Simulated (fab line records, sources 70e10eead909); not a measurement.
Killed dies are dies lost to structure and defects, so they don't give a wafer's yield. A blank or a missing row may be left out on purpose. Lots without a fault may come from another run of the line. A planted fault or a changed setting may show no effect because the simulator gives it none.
A struck lot beside a sound one | flow nand_harc | 14 steps out of a route of 1159
Sound: wafers L367.1, L367.4, L367.6. Struck: wafers L361.2, L361.3, L361.5. The cause comes at the end.
At each step with rows: each side's tool, then ch and its chambers, then its first start. Under that, the readings that differ: sound wafers | struck wafers | difference of the means | sigmas: that difference in standard deviations of wafers without a fault.
alike: readings whose means differ by less than 2 such deviations, and words and numbers that are the same on both sides. not compared: withheld readings, readings that some wafer has no value for, bounds like >300 that may hide the same value, and numbers for which the record gives no deviation and whose values overlap.
The two part at a step that has a row with sigmas, a row that says differs or no value, or rows on one side only. Numbers that don't overlap but have no deviation are shown without sigmas and don't part them. A reading that every wafer of one side lacks parts them only if that side has two wafers or more.

first, 4 steps without rows for these wafers: NHARC_P_CONTACT_EBR_08; NHARC_P_CONTACT_EXPOSE_09 (exposes mask P CA, target cd 90 nm); NHARC_P_CONTACT_PEB_10 (peb time 65 s); NHARC_P_CONTACT_DEVELOP_11 (develop time 35 s).
NHARC_P_CONTACT_CD_MEAS_12: target cd 90 nm.
  sound on cd_sem-03 ch 0, day 9 19:05; struck on cd_sem-02 ch 0, day 8 22:10
  alike: cd_nm
NHARC_P_CONTACT_OVL_MEAS_13:
  sound on overlay-01, day 9 19:11; struck on overlay-01, day 8 22:16
  reading           | sound          | struck         | difference | sigmas
  overlay_x_nm (nm) | 0.8 0.8 0.9    | -1.4 -1.5 -1.5 | -2.3       | -2
  overlay_y_nm (nm) | -0.8 -1.6 -1.0 | 0.9 0.4 0.9    | +1.9       | +2
NHARC_P_CONTACT_INSPECT_14:
  sound on defect_inspect-01, day 9 19:13; struck on defect_inspect-02, day 8 22:17
  reading          | sound | struck | difference | sigmas
  raw_defect_count | 1 3 0 | 9 5 6  | +5         | +2
NHARC_P_CONTACT_DESCUM_17: chemistry O2, time 3 s.
  sound on rie_diel-11 ch 0,1,3, day 9 19:17; struck on rie_diel-08 ch 1,3, day 8 22:22
  reading                         | sound          | struck         | difference | sigmas
  showerhead_plenum_p_Torr (Torr) | 2.00 2.02 2.00 | 1.80 1.80 1.80 | -0.21      | -2
  alike: drypump_motor_current_A, oes_product_au, rf_vpp_V, throttle_valve_pct
  not compared: rf_hours_counter_h
NHARC_P_CONTACT_ETCH_35: etches the open film in CF4, target depth 39 nm, time 65 s.
  sound on rie_diel-11 ch 0,1, day 9 19:22; struck on rie_diel-08 ch 0,2, day 8 22:26
  reading      | sound             | struck            | difference | sigmas
  rf_vpp_V (V) | 153.7 152.6 152.9 | 151.0 150.3 148.4 | -3.2       | -2
  alike: drypump_motor_current_A, oes_product_au, showerhead_plenum_p_Torr, throttle_valve_pct
  not compared: rf_hours_counter_h
NHARC_P_CONTACT_ETCH_36: etches the open film in N2/H2, target depth 260 nm, time 406.25 s.
  sound on rie_diel-11 ch 0,2; struck on rie_diel-08 ch 0,1
  reading      | sound       | struck      | difference | sigmas
  rf_vpp_V (V) | 433 432 433 | 428 427 425 | -6         | -2
  alike: drypump_motor_current_A, oes_product_au, showerhead_plenum_p_Torr, throttle_valve_pct
  not compared: rf_hours_counter_h
NHARC_P_CONTACT_ETCH_18: etches the open film in C4F8/O2/Ar, target depth 481 nm, time 240.5 s.
  sound on rie_diel-11 ch 0,1,2; struck on rie_diel-08 ch 0,1,3
  reading      | sound       | struck      | difference | sigmas
  rf_vpp_V (V) | 984 985 981 | 970 967 971 | -14        | -2
  alike: oes_product_au
  not compared: rf_hours_counter_h
then, 1 step without rows for these wafers: NHARC_P_CONTACT_STRIP_37 (strips in C4F8/O2/Ar).
NHARC_P_CONTACT_ETCH_31: etches the open film in CH3F/O2, target depth 30 nm, time 85.7 s.
  sound on rie_diel-11 ch 1,2,3, day 9 20:02; struck on rie_diel-08 ch 0,1,2, day 8 23:06
  reading               | sound             | struck            | difference | sigmas
  oes_product_au (a.u.) | 0.978 1.003 0.974 | 0.666 0.667 0.680 | -0.314     | -26
  alike: drypump_motor_current_A, rf_vpp_V, showerhead_plenum_p_Torr, throttle_valve_pct
  not compared: rf_hours_counter_h
NHARC_P_CONTACT_CD_MEAS_19:
  sound on cd_sem-03, day 9 20:09; struck on cd_sem-02, day 8 23:14
  alike: cd_nm

WHERE THEY PART
First at NHARC_P_CONTACT_OVL_MEAS_13; last, within this record, at NHARC_P_CONTACT_ETCH_31. Later steps at which nothing parts them and some readings are alike: NHARC_P_CONTACT_CD_MEAS_19.

WHY: what the simulator had put in
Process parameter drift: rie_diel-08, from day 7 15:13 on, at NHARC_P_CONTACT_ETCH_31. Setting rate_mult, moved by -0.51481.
